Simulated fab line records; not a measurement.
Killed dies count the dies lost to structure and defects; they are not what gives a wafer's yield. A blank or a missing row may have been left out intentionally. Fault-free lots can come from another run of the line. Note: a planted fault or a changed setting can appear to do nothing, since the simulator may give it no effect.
Chamber matching | flow n5-finfet | N5_BEOL_M10_ETCH_66 on rie-diel-01 has 4 sister chambers
The step etches SOC in N2/H2, target depth 120 nm, overetch 24 nm, time 180 s. 16 wafers are shown with their chamber, then 8 later ones without.

WAFERS, EACH WITH ITS CHAMBER
wafer  | chamber | showerhead-plenum-p-Torr (Torr) | throttle-valve-pct (%) | oes-product-au (a.u.)
L076.1 | 2       | 2.70                            | 17.22                  | 0.74
L076.4 | 3       | 2.48                            | 17.54                  | 0.65
L076.6 | 2       | 2.70                            | 17.22                  | 0.74
L082.2 | 1       | 2.67                            | 18.15                  | 0.57
L082.5 | 0       | 2.51                            | 17.95                  | 0.55
L082.6 | 3       | 2.47                            | 17.56                  | 0.64
L078.1 | 2       | 2.70                            | 17.22                  | 0.71
L078.2 | 1       | 2.67                            | 18.15                  | 0.57
L078.3 | 3       | 2.47                            | 17.56                  | 0.64
L078.4 | 0       | 2.51                            | 17.96                  | 0.55
L078.5 | 2       | 2.70                            | 17.22                  | 0.71
L078.6 | 3       | 2.47                            | 17.56                  | 0.63
L086.3 | 1       | 2.66                            | 18.16                  | 0.57
L086.4 | 3       | 2.47                            | 17.60                  | 0.64
L086.5 | 1       | 2.66                            | 18.13                  | 0.57
L084.2 | 1       | 2.66                            | 18.18                  | 0.56

SIGNATURES, as means of the wafers listed above
reading                  | chamber 0 | chamber 1 | chamber 2 | chamber 3 | scatter within a chamber
showerhead-plenum-p-Torr | 2.5100    | 2.6640    | 2.7000    | 2.4720    | 0.00408
throttle-valve-pct       | 17.9550   | 18.1540   | 17.2200   | 17.5640   | 0.0166
oes-product-au           | 0.5500    | 0.5680    | 0.7250    | 0.6400    | 0.00992
Rule: for each reading, subtract the chamber's mean from the wafer's reading, divide by that reading's scatter and square the result; add these up over the readings and take the root, which gives the wafer's distance from the chamber. If the next closest chamber is less than 2 further off than the closest, the wafer can't be placed; otherwise it belongs to the closest. The scatter: the root of (the sum of the squares of (reading less its chamber's mean) over the shown wafers, divided by (wafers less chambers)).

WAFERS WITH NO CHAMBER GIVEN
wafer  | showerhead-plenum-p-Torr (Torr) | throttle-valve-pct (%) | oes-product-au (a.u.)
L084.4 | 2.47                            | 17.58                  | 0.63
L084.5 | 2.66                            | 18.17                  | 0.56
L088.1 | 2.66                            | 18.17                  | 0.56
L088.2 | 2.51                            | 17.47                  | 0.80
L088.3 | 2.69                            | 17.26                  | 0.69
L088.4 | 2.46                            | 17.60                  | 0.63
L088.5 | 2.69                            | 17.25                  | 0.69
L088.6 | 2.46                            | 17.60                  | 0.62

THE CHAMBER EACH PASSED THROUGH
wafer  | from the rows above | in truth
L084.4 | 3                   | 3
L084.5 | 1                   | 1
L088.1 | 1                   | 1
L088.2 | 3                   | 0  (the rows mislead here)
L088.3 | 2                   | 2
L088.4 | 3                   | 3
L088.5 | 2                   | 2
L088.6 | 3                   | 3
Correctly placed: 7 of 8. Number that these rows cannot place: 0. Placed wrongly: 1.
